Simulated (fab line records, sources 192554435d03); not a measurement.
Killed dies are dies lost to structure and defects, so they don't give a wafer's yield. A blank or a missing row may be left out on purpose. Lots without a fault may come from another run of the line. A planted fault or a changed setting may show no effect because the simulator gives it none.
fab line records | flow n5_finfet
record lots=9 wafers=27 last_day=21
route steps=1938 shown STI_FIN_REVEAL@204 SPACER0@260 SD_EPI_N@274 BEOL_M4@1111
lots that met no fault: from a run of the same line without faults
start_h: hours from the record's first day to the start of the lot's first wafer shown | wait_h: hours since the lot's step before | " the same as in the row above | L1.1+2: a row that stands for several wafers | - no value, or no start given | * or withheld: withheld | < > ~ a bound
route shown NAME@n: a module of which the file shows steps, and the number in the route of the first | usual: mean/standard deviation of fault-free wafers | same: alike in all rows | chamber/n: place in a boat | sites: the reading at each site | _std_site: their standard deviation | _edge_site: outer sites' mean less inner sites' | radius_mm: how far each site lies from the wafer's centre | mask NAME#n: copy n | behind: the tool/chamber that last shaped the wafer | hold: why the lot was held/for how many hours/how that ended | device: the transistor (n, p or np) that didn't switch | end of line: the same wafers' tests at the end of the route | a step without rows: its recipe alone | killed: dies lost to structure and defects at the first sort, not the wafer's yield | map: a wafer's dies, x killed, . not, _ none there
set.NAME: the setting as run; set.NAME@STEP: as run at that earlier step | model.NAME: the simulator's own value behind a step, which no gauge read
steps of the route over a sample of lots; a table a step, a row a wafer
services: from which hour (start_h, from the record's first day; less than 0 if before it) a tool's chamber was out of use, for how many hours, and why
## steps
# step N5_STI_FIN_REVEAL_OXIDATION_33
# recipe chemistry=O2_PLASMA_REMOTE temp_c=150 time_s=20 pressure_mtorr=1000 source_power_w=2000 o2_flow_sccm=3000
# usual chamber_pressure_mTorr=999.9/1 drypump_motor_current_A=5.56/0.2 heater_power_w=138/17 rf_fwd_power_W=1978/9.6
# columns lot.wafer tool chamber start_h wait_h chamber_pressure_mTorr drypump_motor_current_A heater_power_w rf_fwd_power_W rf_hours_counter_h
L407.3 plasma_asher-02 0 57.84 0.0 1000.3 5.62 136 1972 -
L407.5 " 1 " " 1000.3 5.84 132 1989 -
L407.6 " 0 " " 1000.5 5.63 133 1974 -
L410.2 plasma_asher-01 0 82.32 0.0 1000.5 5.28 119 1991 97
L410.3 " 0 " " 1000.6 5.26 119 1994 -
L410.5 " 1 " " 999.5 5.52 160 1959 -
L413.2 plasma_asher-02 1 90.68 0.0 1000.4 5.85 133 1979 40
L413.3 " 1 " " 998.9 5.84 134 1974 -
L413.4 " 0 " " 999.7 5.63 135 1974 -
L415.1 plasma_asher-01 0 103.02 0.0 1001.1 5.25 119 1985 99
L415.2 " 1 " " 999.4 5.54 162 1978 99
L415.3 " 1 " " 1000.9 5.54 165 1967 -
L419.2 plasma_asher-01 1 126.08 0.3 999.2 5.53 160 1964 104
L419.4 " 0 " " 998.9 5.29 120 1990 -
L419.6 " 0 " " 998.6 5.31 115 1993 -
L422.1 plasma_asher-02 0 144.35 0.0 1000.6 5.65 135 1967 48
L422.4 " 0 " " 1002.0 5.65 132 1984 -
L422.6 " 1 " " 999.9 5.82 136 1980 -
L425.2 plasma_asher-01 1 163.96 0.0 999.9 5.53 162 1959 113
L425.3 " 0 " " 998.8 5.29 118 1976 -
L425.5 " 1 " " 998.9 5.51 168 1961 -
L426.2 plasma_asher-01 1 169.50 0.0 1000.1 5.54 169 1967 114
L426.3 " 0 " " 1001.1 5.28 120 1988 -
L426.4 " 1 " " 999.7 5.55 160 1969 -
L427.1 plasma_asher-02 0 175.53 0.0 998.5 5.67 133 1976 53
L427.2 " 1 " " 999.0 5.86 134 1988 53
L427.4 " 1 " " 1001.5 5.85 135 1997 -
# step N5_STI_FIN_REVEAL_CD_MEAS_22
# recipe target_cd_nm=6.238 pitch_nm=28 polarity=line
# usual cd_nm=6.4/0.31
# columns lot.wafer tool chamber start_h wait_h cd_nm
L407.3 cd_sem-03 - 57.99 0.0 6.9
L407.5 " - " " 6.3
L407.6 " - " " 6.8
L410.2 cd_sem-01 - 82.49 0.0 6.8
L410.3 " - " " 6.6
L410.5 " - " " 6.2
L413.2 cd_sem-02 - 90.85 0.0 6.5
L413.3 " - " " 6.1
L413.4 " - " " 6.6
L415.1 cd_sem-01 - 103.18 0.0 6.5
L415.2 " - " " 6.5
L415.3 " - " " 6.3
L419.2 cd_sem-02 - 126.24 0.0 5.6
L419.4 " - " " 6.8
L419.6 " - " " 6.8
L422.1 cd_sem-03 - 144.52 0.0 6.3
L422.4 " - " " 6.3
L422.6 " - " " 6.3
L425.2 cd_sem-03 - 164.12 0.0 6.6
L425.3 " - " " 6.4
L425.5 " - " " 6.3
L426.2 cd_sem-01 - 169.67 0.0 6.3
L426.3 " - " " 6.6
L426.4 " - " " 6.7
L427.1 cd_sem-03 - 175.70 0.0 6.7
L427.2 " - " " 6.3
L427.4 " - " " 6.5
# step N5_SPACER0_ALD_08
# recipe material=SiNx target_thk_a=20 temp_c=400 ald_precursor_family=SiH2I2 ald_co_reactant=N2/H2-plasma pressure_torr=2
# usual heater_power_w=853/93
# columns lot.wafer tool chamber start_h wait_h heater_power_w
L407.3 ald_sin-01 1 69.78 0.1 976
L407.5 " 1 " " 994
L407.6 " 0 " " 841
L410.2 ald_sin-01 0 92.98 0.1 857
L410.3 " 3 " " 775
L410.5 " 1 " " 998
L413.2 ald_sin-03 0 104.42 0.1 651
L413.3 " 2 " " 948
L413.4 " 3 " " 836
L415.1 ald_sin-01 3 113.52 0.1 754
L415.2 " 1 " " 979
L415.3 " 0 " " 857
L419.2 ald_sin-03 1 137.02 0.1 883
L419.4 " 3 " " 837
L419.6 " 1 " " 873
L422.1 ald_sin-01 0 157.21 0.1 839
L422.4 " 3 " " 779
L422.6 " 0 " " 849
L425.2 ald_sin-01 0 175.05 0.1 856
L425.3 " 2 " " 757
L425.5 " 2 " " 792
L426.2 ald_sin-01 2 180.54 0.1 789
L426.3 " 3 " " 751
L426.4 " 1 " " 980
L427.1 ald_sin-01 3 186.82 0.1 756
L427.2 " 2 " " 777
L427.4 " 2 " " 785
# step N5_SD_EPI_N_ETCH_34
# recipe chemistry=CF4 target=SiARC target_depth_a=455 mask_material=CAR-ArF-block time_s=75.8 ion_energy_ev=80 pressure_mtorr=40 source_w=545 bias_w=36 Ar_flow_sccm=100 cf4_flow_sccm=100 ends=cleared
# usual chamber_pressure_mTorr=40.00/0.035 drypump_motor_current_A=5.6/0.56 etch_rf_on_time_s=76.6/2.2 oes_product_au=0.67/0.07 rf_fwd_power_W=539.3/2.7 rf_vpp_V=184.1/1 showerhead_plenum_p_Torr=2.15/0.047 throttle_valve_pct=15.43/0.17
# columns lot.wafer tool chamber start_h wait_h chamber_pressure_mTorr drypump_motor_current_A etch_rf_on_time_s oes_product_au rf_fwd_power_W rf_hours_counter_h rf_vpp_V showerhead_plenum_p_Torr throttle_valve_pct
L407.3 rie_diel-05 3 70.46 0.0 39.99 5.3 78.9 0.56 536.0 242 182.6 2.12 15.81
L407.5 " 0 " " 40.01 5.3 77.9 0.70 536.5 - 184.9 2.18 15.50
L407.6 " 1 " " 40.01 6.4 79.2 0.78 542.3 - 182.8 2.12 15.20
L410.2 rie_diel-01 1 93.66 0.0 39.98 5.1 76.6 0.64 540.8 138 184.5 2.22 15.44
L410.3 " 0 " " 40.06 5.5 75.5 0.62 540.9 168 183.5 2.14 15.65
L410.5 " 2 " " 40.00 5.2 75.6 0.61 534.9 - 183.4 2.05 15.51
L413.2 rie_diel-05 0 105.10 0.0 40.03 5.3 78.6 0.68 541.0 83 184.7 2.18 15.50
L413.3 " 2 " " 40.01 5.4 74.5 0.68 539.2 117 185.0 2.17 15.31
L413.4 " 1 " " 40.01 6.4 78.8 0.76 538.7 16 184.8 2.12 15.22
L415.1 rie_diel-04 3 114.20 0.0 40.00 6.6 75.4 0.62 540.0 189 185.8 2.21 15.43
L415.2 " 0 " " 39.98 5.8 76.8 0.59 535.2 210 181.7 2.13 15.61
L415.3 " 1 " " 39.96 6.4 74.2 0.79 539.0 14 184.4 2.18 15.50
L419.2 rie_diel-05 1 137.70 0.0 39.95 6.4 117.5 0.66 - 21 183.7 2.12 15.23
L419.4 " 0 " " 40.00 5.3 78.3 0.68 538.5 89 184.6 2.17 15.52
L419.6 " 1 " " 40.05 6.4 117.5 0.66 - - 184.5 2.11 15.23
L422.1 rie_diel-05 0 157.89 0.0 39.97 5.2 78.3 0.67 540.6 95 184.1 2.17 15.54
L422.4 " 2 " " 39.99 5.4 75.3 0.66 537.8 130 184.4 2.16 15.34
L422.6 " 1 " " 40.02 6.4 117.1 0.65 - - 183.4 2.11 15.24
L425.2 rie_diel-04 2 175.73 0.0 39.96 4.9 81.7 0.62 541.2 139 184.1 2.14 15.22
L425.3 " 3 " " 39.98 6.5 74.3 0.61 538.6 206 185.2 2.20 15.48
L425.5 " 2 " " 40.01 4.9 81.8 0.62 541.5 - 185.3 2.14 15.23
L426.2 rie_diel-04 3 181.22 0.0 40.03 6.5 74.0 0.62 539.6 208 183.8 2.20 15.47
L426.3 " 0 " " 39.99 5.8 77.5 0.57 532.3 225 184.9 2.13 15.65
L426.4 " 1 " " 40.02 6.3 75.4 0.76 538.6 32 185.7 2.18 15.53
L427.1 rie_diel-01 3 187.38 0.0 40.02 5.6 75.2 0.73 540.5 59 184.3 2.09 15.26
L427.2 " 0 " " 40.04 5.5 78.0 0.60 540.3 191 183.7 2.13 15.71
L427.4 " 2 " " 40.09 5.2 76.0 0.60 533.8 231 182.8 2.04 15.57
# step N5_BEOL_M4_RC_MEAS_101
# usual DIBL_N=37.1/2.6 DIBL_P=38/3 IOFF_N=0.18/0.052 IOFF_P=0.25/0.06 ION_N=678/15 ION_P=467/8.6 SS_N=71.7/0.73 SS_P=73.7/0.89 VT_N=249/4.3 VT_P=-248/3.8
# columns lot.wafer tool chamber start_h wait_h DIBL_N[mV/V] DIBL_P[mV/V] IOFF_N[nA/um] IOFF_P[nA/um] ION_N[uA/um] ION_P[uA/um] SS_N[mV/dec] SS_P[mV/dec] VT_N[mV] VT_P[mV]
L407.3 prober-01 0 257.73 0.7 37.3 39 0.21 0.29 708 478 71.3 74.5 242 -242
L407.5 " 0 " " 36.6 36 0.16 0.23 683 467 72.1 73.8 248 -246
L407.6 " 0 " " 36.6 38 0.18 0.29 682 476 70.9 74.0 243 -243
L410.2 prober-01 0 265.67 0.2 34.9 35 0.13 0.22 659 466 70.7 73.4 253 -248
L410.3 " 0 " " 38.1 40 0.20 0.34 688 477 71.9 74.2 247 -244
L410.5 " 0 " " 35.8 36 0.15 0.23 673 465 71.4 73.5 250 -249
L413.2 prober-01 0 283.45 0.2 39.6 41 0.20 0.31 679 463 72.1 75.1 250 -246
L413.3 " 0 " " 37.3 38 0.16 0.21 690 469 71.5 73.7 252 -249
L413.4 " 0 " " 39.5 40 0.21 0.27 693 471 72.2 73.5 245 -247
L415.1 prober-02 0 294.35 0.0 36.6 37 0.17 0.21 681 462 72.2 73.4 250 -248
L415.2 " 0 " " 35.2 37 0.15 0.21 683 474 71.9 73.5 251 -249
L415.3 " 0 " " 36.7 37 0.16 0.21 671 460 71.5 73.6 250 -251
L419.2 prober-01 0 317.31 0.2 34.6 36 0.12 0.22 669 471 71.3 73.4 256 -249
L419.4 " 0 " " 38.4 38 0.18 0.24 671 469 71.9 73.8 250 -248
L419.6 " 0 " " 40.5 41 0.23 0.32 693 476 72.6 74.8 246 -243
L422.1 prober-01 0 351.78 0.7 32.3 34 0.11 0.17 661 452 70.5 71.0 253 -252
L422.4 " 0 " " 36.0 38 0.17 0.25 662 461 72.2 74.0 247 -248
L422.6 " 0 " " 32.8 34 0.12 0.18 671 469 70.6 71.9 254 -252
L426.2 prober-02 0 367.82 0.2 36.5 39 0.19 0.26 704 484 71.2 74.6 244 -243
L426.3 " 0 " " 37.0 39 0.19 0.26 674 462 72.0 73.8 248 -248
L426.4 " 0 " " 38.3 41 0.23 0.30 700 477 71.3 74.7 245 -248
L427.1 prober-02 0 375.35 0.0 39.7 42 0.26 0.32 694 474 72.8 75.2 241 -245
L427.2 " 0 " " 40.2 42 0.25 0.33 682 475 72.6 74.5 246 -245
L427.4 " 0 " " 38.0 39 0.22 0.26 681 466 72.4 74.2 245 -246
L425.2 prober-01 0 402.72 0.2 43.7 45 0.34 0.39 692 472 73.6 75.9 243 -243
L425.3 " 0 " " 38.2 38 0.18 0.24 696 478 71.0 73.4 249 -248
L425.5 " 0 " " 37.7 37 0.17 0.23 677 467 71.5 74.3 250 -248
## services
# columns tool chamber start_h hours kind
rie_diel-04 1 39.67 - clean
rie_diel-04 1 39.67 - consumable_replace:focus_ring
rie_diel-04 1 39.67 17.4 scheduled_down
rie_diel-04 1 39.67 17.4 vent_cycle
rie_diel-05 - 48.53 14.6 pm
ald_sin-03 1 49.39 - calibration
ald_sin-01 - 84.30 2.7 repair
ald_sin-01 2 103.47 10.7 repair
rie_diel-05 3 105.73 - clean
rie_diel-05 3 105.73 - consumable_replace:focus_ring
rie_diel-05 3 105.73 15.2 scheduled_down
rie_diel-05 3 105.73 15.2 vent_cycle
plasma_asher-01 - 106.04 2.8 pm
rie_diel-01 1 110.94 3.2 repair
plasma_asher-02 - 115.22 13.2 repair
rie_diel-01 - 123.84 1.0 repair
rie_diel-04 0 130.04 8.7 repair
rie_diel-01 - 147.93 0.5 repair
rie_diel-05 - 177.06 2.8 pm
ald_sin-01 1 183.74 3.1 repair
## key
first_sign step=N5_SD_EPI_N_ETCH_34 reading=etch_rf_on_time_s direction=up sigmas=19 usual=* struck=*
effect none on later readings
met_at N5_SD_EPI_N_ETCH_34
struck_lots L419,L422
struck_wafers L419.2,L419.6,L422.6
not_acting_at N5_STI_FIN_REVEAL_OXIDATION_33,N5_STI_FIN_REVEAL_CD_MEAS_22,N5_SPACER0_ALD_08
onset_between 105.10 137.70
fault kind=process_parameter_drift tool=rie_diel-05 chamber=1 onset_h=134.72 steps=N5_SD_EPI_N_ETCH_34 channel=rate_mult offset=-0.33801 shape=step end_h=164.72
